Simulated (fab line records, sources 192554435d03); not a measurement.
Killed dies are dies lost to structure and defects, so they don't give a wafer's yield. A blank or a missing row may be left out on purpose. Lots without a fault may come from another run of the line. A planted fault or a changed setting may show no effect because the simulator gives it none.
Split-lot experiment | flow n5_finfet | 7 lots, 39 wafers read, on a route of 1938 steps

THE SPLIT
At N5_WELL_APT_EPI_41 (deposits Si from SiH4/H2, target thk 50 nm, time 297.7 s), the setting target_thk_a was moved away from the recipe's 500 angstrom on 15 of the 39 wafers read, by -7.2% to +7.3%. The other wafers ran this setting at the recipe's value.

The reading is taken at the split's own step.

THE READING
Si_of_WELL_APT_EPI_41.thk_nm (the simulator's own value, which no gauge read), in nm, at N5_WELL_APT_EPI_41 (deposits Si from SiH4/H2, target thk 50 nm, time 297.7 s). The file gives no usual value for it. The 24 wafers here that ran the recipe average 49.75 nm, standard deviation 0.49 nm.

wafer  | tool, chamber at the split | target_thk_a as run, angstrom | against the recipe | Si_of_WELL_APT_EPI_41.thk_nm, nm | against lot-mates on the recipe
L074.1 | epi_rpcvd-04, 0            | 478.9                         | -4.2%              | 49.01                            | -1.07
L074.2 | epi_rpcvd-04, 0            | 478.9                         | -4.2%              | 48.45                            | -1.63
L074.3 | epi_rpcvd-04, 0            | 500                           | recipe             | 50.62                            | -
L074.4 | epi_rpcvd-04, 0            | 500                           | recipe             | 49.93                            | -
L074.5 | epi_rpcvd-04, 0            | 478.9                         | -4.2%              | 48.5                             | -1.58
L074.6 | epi_rpcvd-04, 0            | 500                           | recipe             | 49.68                            | -
L075.1 | epi_rpcvd-01, 0            | 500                           | recipe             | 50.25                            | -
L075.2 | epi_rpcvd-01, 0            | 526.9                         | +5.4%              | 52.66                            | +2.85
L075.3 | epi_rpcvd-01, 0            | 526.9                         | +5.4%              | 52.45                            | +2.64
L075.4 | epi_rpcvd-01, 0            | 500                           | recipe             | 49.52                            | -
L075.5 | epi_rpcvd-01, 0            | 526.9                         | +5.4%              | 52.3                             | +2.49
L075.6 | epi_rpcvd-01, 0            | 500                           | recipe             | 49.65                            | -
L082.1 | epi_rpcvd-04, 0            | 500                           | recipe             | 48.81                            | -
L082.2 | epi_rpcvd-04, 0            | 536.7                         | +7.3%              | 53.67                            | +4.29
L082.3 | epi_rpcvd-04, 0            | 536.7                         | +7.3%              | 53.51                            | +4.13
L082.4 | epi_rpcvd-04, 0            | 536.7                         | +7.3%              | 52.8                             | +3.42
L082.5 | epi_rpcvd-04, 0            | 500                           | recipe             | 49.31                            | -
L082.6 | epi_rpcvd-04, 0            | 500                           | recipe             | 50.01                            | -
L087.1 | epi_rpcvd-04, 0            | 500                           | recipe             | 49.48                            | -
L087.2 | epi_rpcvd-04, 0            | 500                           | recipe             | 49.09                            | -
L087.3 | epi_rpcvd-04, 0            | 513.7                         | +2.7%              | 50.97                            | +1.80
L087.4 | epi_rpcvd-04, 0            | 500                           | recipe             | 48.93                            | -
L087.5 | epi_rpcvd-04, 0            | 513.7                         | +2.7%              | 51.1                             | +1.93
L087.6 | epi_rpcvd-04, 0            | 513.7                         | +2.7%              | 51.27                            | +2.10
L089.2 | epi_rpcvd-01, 0            | 500                           | recipe             | 49.16                            | -
L089.3 | epi_rpcvd-01, 0            | 500                           | recipe             | 49.85                            | -
L089.6 | epi_rpcvd-01, 0            | 500                           | recipe             | 49.29                            | -
L094.1 | epi_rpcvd-01, 0            | 500                           | recipe             | 49.71                            | -
L094.2 | epi_rpcvd-01, 0            | 500                           | recipe             | 50.64                            | -
L094.3 | epi_rpcvd-01, 0            | 500                           | recipe             | 50.5                             | -
L094.4 | epi_rpcvd-01, 0            | 500                           | recipe             | 49.79                            | -
L094.5 | epi_rpcvd-01, 0            | 500                           | recipe             | 50.25                            | -
L094.6 | epi_rpcvd-01, 0            | 500                           | recipe             | 50.07                            | -
L096.1 | epi_rpcvd-04, 0            | 500                           | recipe             | 49.7                             | -
L096.2 | epi_rpcvd-04, 0            | 500                           | recipe             | 49.69                            | -
L096.3 | epi_rpcvd-04, 0            | 463.9                         | -7.2%              | 45.5                             | -4.32
L096.4 | epi_rpcvd-04, 0            | 500                           | recipe             | 50.07                            | -
L096.5 | epi_rpcvd-04, 0            | 463.9                         | -7.2%              | 46.72                            | -3.10
L096.6 | epi_rpcvd-04, 0            | 463.9                         | -7.2%              | 46.38                            | -3.44

THE FIT
A straight line over all 39 wafers: Si_of_WELL_APT_EPI_41.thk_nm changes by +0.465 nm for each +1% of target_thk_a; r = +0.96; the points scatter about the line by 0.51 nm.
The same after taking each lot's own level away (the mean of its wafers on the recipe; 39 wafers): +0.501 nm for each +1%; r = +0.97; scatter 0.42 nm.
On that fit, the largest move of target_thk_a shifts the reading by 3.7 nm.
The lots' own levels span 49.167 to 50.160 nm, that is 2.0 times the standard deviation above.
So the lot-to-lot level changes the slope little: the two slopes agree.
Check: with one of the wafers moved furthest among these (+7.3%) left out of the fit, the line predicts +3.72 nm for it against its lot-mates. It came out at +4.29 nm against them.

OTHER SPLITS ON THESE WAFERS
These wafers also went through other splits before the reading. Each is held against what the fit with the lots' levels taken away leaves over:
other split on the same wafers    | wafers away from the commonest value | r with Si_of_WELL_APT_EPI_41.thk_nm (lot level and that fit taken away)
N5_WELL_APT_IMPLANT_15 energy_kev | 15                                   | -0.07

THE FILE'S OWN FIT
Si_of_WELL_APT_EPI_41.thk_nm changes by +0.504 nm for each +1% of target_thk_a, r = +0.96.
